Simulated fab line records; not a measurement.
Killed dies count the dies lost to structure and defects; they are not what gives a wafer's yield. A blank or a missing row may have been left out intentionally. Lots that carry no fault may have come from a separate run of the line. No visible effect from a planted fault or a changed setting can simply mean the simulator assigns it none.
Split-lot study | flow n5_finfet | route with 1938 steps; 7 lots, 21 wafers read

THE SPLIT ITSELF
At N5_BEOL_M2_ETCH_69 (etches SiARC in CF4, target depth 15.6 nm, time 26 s), the setting bias_w was moved away from the recipe's 36 W on 5 of the 21 wafers read, by -9.9% to +15.5%. All remaining wafers had this setting at the recipe value.

The split's own step is where the reading is taken.

THE READING
rf_vpp_V, in V, at N5_BEOL_M2_ETCH_69 (etches SiARC in CF4, target depth 15.6 nm, time 26 s). On this fab line, fault-free wafers typically give 184.2 V with a standard deviation of 1.3 V.

wafer  | tool, chamber at the split | bias_w as run, W | against the recipe | rf_vpp_V, V | against lot-mates on the recipe
L074.1 | rie_diel-03, 3             | 41.57            | +15.5%             | 201.0       | +17.3
L074.4 | rie_diel-03, 1             | 36               | recipe             | 184.8       | -
L074.5 | rie_diel-03, 3             | 36               | recipe             | 182.5       | -
L084.1 | rie_diel-05, 0             | 36               | recipe             | 185.2       | -
L084.2 | rie_diel-05, 2             | 32.54            | -9.6%              | 171.7       | -11.4
L084.5 | rie_diel-05, 3             | 36               | recipe             | 180.9       | -
L087.3 | rie_diel-05, 3             | 36               | recipe             | 184.4       | -
L087.5 | rie_diel-05, 3             | 36               | recipe             | 184.9       | -
L087.6 | rie_diel-05, 0             | 32.44            | -9.9%              | 173.4       | -11.2
L086.2 | rie_diel-03, 1             | 33.26            | -7.6%              | 176.7       | -6.4
L086.5 | rie_diel-03, 2             | 33.26            | -7.6%              | 176.6       | -6.5
L086.6 | rie_diel-03, 1             | 36               | recipe             | 183.1       | -
L089.2 | rie_diel-03, 1             | 36               | recipe             | 187.2       | -
L089.4 | rie_diel-03, 0             | 36               | recipe             | 183.3       | -
L089.6 | rie_diel-03, 3             | 36               | recipe             | 181.7       | -
L093.1 | rie_diel-03, 1             | 36               | recipe             | 184.7       | -
L093.2 | rie_diel-03, 2             | 36               | recipe             | 185.3       | -
L093.4 | rie_diel-03, 0             | 36               | recipe             | 181.9       | -
L094.3 | rie_diel-01, 3             | 36               | recipe             | 185.1       | -
L094.4 | rie_diel-01, 2             | 36               | recipe             | 185.3       | -
L094.5 | rie_diel-01, 3             | 36               | recipe             | 185.2       | -

THE FIT
A straight line over all 21 wafers: rf_vpp_V changes by +1.1 V for each +1% of bias_w; r = +0.96; the points scatter about the line by 1.6 V.
The same after taking each lot's own level away (the mean of its wafers on the recipe; 21 wafers): +1.08 V for each +1%; r = +0.97; scatter 1.5 V.
Per that fit: largest bias_w move, reading shift of 17 V.
Across the lots, their own levels run from 183.05 to 185.20 V, a range of 1.7 times the standard deviation given above.
So the lot-to-lot level changes the slope little: the two slopes agree.
Check: +16.2 V against its lot-mates is what the line predicts for one of the wafers moved furthest among these (+15.5%) when that wafer is left out of the fit. Against them it came out at +17.3 V.
Tool readings at the split's step, against how far the setting was moved: rf_vpp_V r = +0.96.

THESE WAFERS: OTHER SPLITS
Before the reading, these wafers also passed through other splits. Each is held against what the fit with the lots' levels taken away leaves over:
other split on the same wafers              | wafers away from the commonest value | r with rf_vpp_V (lot level and that fit taken away)
N5_BEOL_M0_SAQP_SPACER2_ALD_26 target_thk_a | 8                                    | +0.06
N5_BEOL_M0_CUTY_ETCH_63 source_w            | 9                                    | -0.06
N5_BEOL_M1_VIA_ETCH_34 time_s               | 8                                    | -0.06
N5_BEOL_M1_TRENCH_ETCH_37 source_w          | 5                                    | +0.19

FILE'S OWN FIT
rf_vpp_V changes by +1.1 V for each +1% of bias_w, r = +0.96.
